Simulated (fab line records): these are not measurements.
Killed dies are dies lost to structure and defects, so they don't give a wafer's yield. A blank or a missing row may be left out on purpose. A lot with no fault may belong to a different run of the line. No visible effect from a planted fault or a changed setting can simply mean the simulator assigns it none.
Split-lot trial || flow n5_finfet || route with 1938 steps; 7 lots, 21 wafers read

## ABOUT THE SPLIT
At N5_BEOL_M9_COAT_05 (resist thk 90 nm), the setting spin_rpm was moved away from the recipe's 1500 rpm on 7 of the 21 wafers read, by -7.8% to +8.6%. This setting was run at the recipe's value on the other wafers.

## FROM THE SPLIT TO THE READING: what the file shows between them, 3 steps
- N5_BEOL_M9_EBR_07
- N5_BEOL_M9_SOFTBAKE_06: time 60 s
- N5_BEOL_M9_DESCUM_16: chemistry O2, time 7.9 s

## THE READING
CAR-ArF_of_BEOL_M9_COAT_05.thk_nm (the simulator's own value, which no gauge read), in nm, at N5_BEOL_M9_ETCH_61 (etches SiARC in CF4, target depth 39 nm, time 65 s). The file does not state a usual value for it. The 14 wafers here that ran the recipe average 55.8 nm, standard deviation 0.61 nm.

{"wafer": "L077.3", "tool, chamber at the split": "litho_track-03, 0", "spin_rpm as run, rpm": 1500, "against the recipe": "recipe", "CAR-ArF_of_BEOL_M9_COAT_05.thk_nm, nm": 55.4, "against lot-mates on the recipe": "-"}
{"wafer": "L077.4", "tool, chamber at the split": "litho_track-03, 0", "spin_rpm as run, rpm": 1383, "against the recipe": "-7.8%", "CAR-ArF_of_BEOL_M9_COAT_05.thk_nm, nm": 59, "against lot-mates on the recipe": "+3.6"}
{"wafer": "L077.5", "tool, chamber at the split": "litho_track-03, 0", "spin_rpm as run, rpm": 1383, "against the recipe": "-7.8%", "CAR-ArF_of_BEOL_M9_COAT_05.thk_nm, nm": 60.4, "against lot-mates on the recipe": "+5.0"}
{"wafer": "L079.3", "tool, chamber at the split": "litho_track-01, 0", "spin_rpm as run, rpm": 1500, "against the recipe": "recipe", "CAR-ArF_of_BEOL_M9_COAT_05.thk_nm, nm": 55.4, "against lot-mates on the recipe": "-"}
{"wafer": "L079.4", "tool, chamber at the split": "litho_track-01, 0", "spin_rpm as run, rpm": 1500, "against the recipe": "recipe", "CAR-ArF_of_BEOL_M9_COAT_05.thk_nm, nm": 55.8, "against lot-mates on the recipe": "-"}
{"wafer": "L079.6", "tool, chamber at the split": "litho_track-01, 0", "spin_rpm as run, rpm": 1500, "against the recipe": "recipe", "CAR-ArF_of_BEOL_M9_COAT_05.thk_nm, nm": 55.8, "against lot-mates on the recipe": "-"}
{"wafer": "L080.2", "tool, chamber at the split": "litho_track-04, 0", "spin_rpm as run, rpm": 1500, "against the recipe": "recipe", "CAR-ArF_of_BEOL_M9_COAT_05.thk_nm, nm": 56.6, "against lot-mates on the recipe": "-"}
{"wafer": "L080.3", "tool, chamber at the split": "litho_track-04, 0", "spin_rpm as run, rpm": 1545, "against the recipe": "+3.0%", "CAR-ArF_of_BEOL_M9_COAT_05.thk_nm, nm": 54, "against lot-mates on the recipe": -3.0}
{"wafer": "L080.6", "tool, chamber at the split": "litho_track-04, 0", "spin_rpm as run, rpm": 1500, "against the recipe": "recipe", "CAR-ArF_of_BEOL_M9_COAT_05.thk_nm, nm": 57.4, "against lot-mates on the recipe": "-"}
{"wafer": "L083.2", "tool, chamber at the split": "litho_track-04, 0", "spin_rpm as run, rpm": 1500, "against the recipe": "recipe", "CAR-ArF_of_BEOL_M9_COAT_05.thk_nm, nm": 55.2, "against lot-mates on the recipe": "-"}
{"wafer": "L083.3", "tool, chamber at the split": "litho_track-04, 0", "spin_rpm as run, rpm": 1500, "against the recipe": "recipe", "CAR-ArF_of_BEOL_M9_COAT_05.thk_nm, nm": 55.2, "against lot-mates on the recipe": "-"}
{"wafer": "L083.6", "tool, chamber at the split": "litho_track-04, 0", "spin_rpm as run, rpm": 1500, "against the recipe": "recipe", "CAR-ArF_of_BEOL_M9_COAT_05.thk_nm, nm": 55.6, "against lot-mates on the recipe": "-"}
{"wafer": "L087.3", "tool, chamber at the split": "litho_track-04, 0", "spin_rpm as run, rpm": 1500, "against the recipe": "recipe", "CAR-ArF_of_BEOL_M9_COAT_05.thk_nm, nm": 56.4, "against lot-mates on the recipe": "-"}
{"wafer": "L087.4", "tool, chamber at the split": "litho_track-04, 0", "spin_rpm as run, rpm": 1585, "against the recipe": "+5.7%", "CAR-ArF_of_BEOL_M9_COAT_05.thk_nm, nm": 53, "against lot-mates on the recipe": -2.9}
{"wafer": "L087.5", "tool, chamber at the split": "litho_track-04, 0", "spin_rpm as run, rpm": 1500, "against the recipe": "recipe", "CAR-ArF_of_BEOL_M9_COAT_05.thk_nm, nm": 55.4, "against lot-mates on the recipe": "-"}
{"wafer": "L090.2", "tool, chamber at the split": "litho_track-01, 0", "spin_rpm as run, rpm": 1500, "against the recipe": "recipe", "CAR-ArF_of_BEOL_M9_COAT_05.thk_nm, nm": 55.8, "against lot-mates on the recipe": "-"}
{"wafer": "L090.4", "tool, chamber at the split": "litho_track-01, 0", "spin_rpm as run, rpm": 1500, "against the recipe": "recipe", "CAR-ArF_of_BEOL_M9_COAT_05.thk_nm, nm": 55.4, "against lot-mates on the recipe": "-"}
{"wafer": "L090.6", "tool, chamber at the split": "litho_track-01, 0", "spin_rpm as run, rpm": 1574, "against the recipe": "+4.9%", "CAR-ArF_of_BEOL_M9_COAT_05.thk_nm, nm": 53, "against lot-mates on the recipe": -2.6}
{"wafer": "L094.2", "tool, chamber at the split": "litho_track-04, 0", "spin_rpm as run, rpm": 1629, "against the recipe": "+8.6%", "CAR-ArF_of_BEOL_M9_COAT_05.thk_nm, nm": 51.8, "against lot-mates on the recipe": -3.4}
{"wafer": "L094.4", "tool, chamber at the split": "litho_track-04, 0", "spin_rpm as run, rpm": 1500, "against the recipe": "recipe", "CAR-ArF_of_BEOL_M9_COAT_05.thk_nm, nm": 55.2, "against lot-mates on the recipe": "-"}
{"wafer": "L094.6", "tool, chamber at the split": "litho_track-04, 0", "spin_rpm as run, rpm": 1629, "against the recipe": "+8.6%", "CAR-ArF_of_BEOL_M9_COAT_05.thk_nm, nm": 51.6, "against lot-mates on the recipe": -3.6}

FIT RESULTS
A straight line over all 21 wafers: CAR-ArF_of_BEOL_M9_COAT_05.thk_nm changes by -0.495 nm for each +1% of spin_rpm; r = -0.96; the points scatter about the line by 0.59 nm.
The same after taking each lot's own level away (the mean of its wafers on the recipe; 21 wafers): -0.495 nm for each +1%; r = -0.96; scatter 0.56 nm.
The reading moves by 4.3 nm for the largest change in spin_rpm, on that fit.
Measured against the standard deviation above, the lots' own levels, which go from 55.20 to 57.00 nm, span 2.9 times it.
Hence the lot-to-lot level has little effect on the slope; both slopes agree.
Check: with one of the wafers moved furthest among these (+8.6%) left out of the fit, the line predicts -4.49 nm for it against its lot-mates. It came out at -3.4 nm against them.

## THE OTHER SPLITS THESE WAFERS WENT THROUGH
Note: prior to the reading, these wafers also went through further splits. Each is held against what the fit with the lots' levels taken away leaves over:
{"other split on the same wafers": "N5_BEOL_M7_EXPOSE_08 dose_mj", "wafers away from the commonest value": 10, "r with CAR-ArF_of_BEOL_M9_COAT_05.thk_nm (lot level and that fit taken away)": "+0.11"}
{"other split on the same wafers": "N5_BEOL_M8_PECVD_70 temp_c", "wafers away from the commonest value": 8, "r with CAR-ArF_of_BEOL_M9_COAT_05.thk_nm (lot level and that fit taken away)": "+0.22"}
{"other split on the same wafers": "N5_BEOL_M9_COAT_60 spin_rpm", "wafers away from the commonest value": 7, "r with CAR-ArF_of_BEOL_M9_COAT_05.thk_nm (lot level and that fit taken away)": "+0.25"}

## THE WHOLE CHAIN: every reading that the file lists as answering this split, in the file's order
{"step": "N5_BEOL_M9_COAT_05", "what it does": "resist thk 90 nm", "reading": "CAR-ArF_of_BEOL_M9_COAT_05.thk_nm (the simulator's own value, which no gauge read)", "change (the file's fit)": "-0.457 nm for each +1% of the setting", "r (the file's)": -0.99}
{"step": "N5_BEOL_M9_DESCUM_16", "what it does": "chemistry O2, time 7.9 s", "reading": "CAR-ArF_of_BEOL_M9_COAT_05.thk_nm (the simulator's own value, which no gauge read)", "change (the file's fit)": "-0.467 nm for each +1% of the setting", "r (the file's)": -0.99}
{"step": "N5_BEOL_M9_ETCH_61", "what it does": "etches SiARC in CF4, target depth 39 nm, time 65 s", "reading": "CAR-ArF_of_BEOL_M9_COAT_05.thk_nm (the simulator's own value, which no gauge read)", "change (the file's fit)": "-0.509 nm for each +1% of the setting", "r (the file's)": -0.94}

## FILE'S OWN FIT
CAR-ArF_of_BEOL_M9_COAT_05.thk_nm changes by -0.509 nm for each +1% of spin_rpm, r = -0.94.
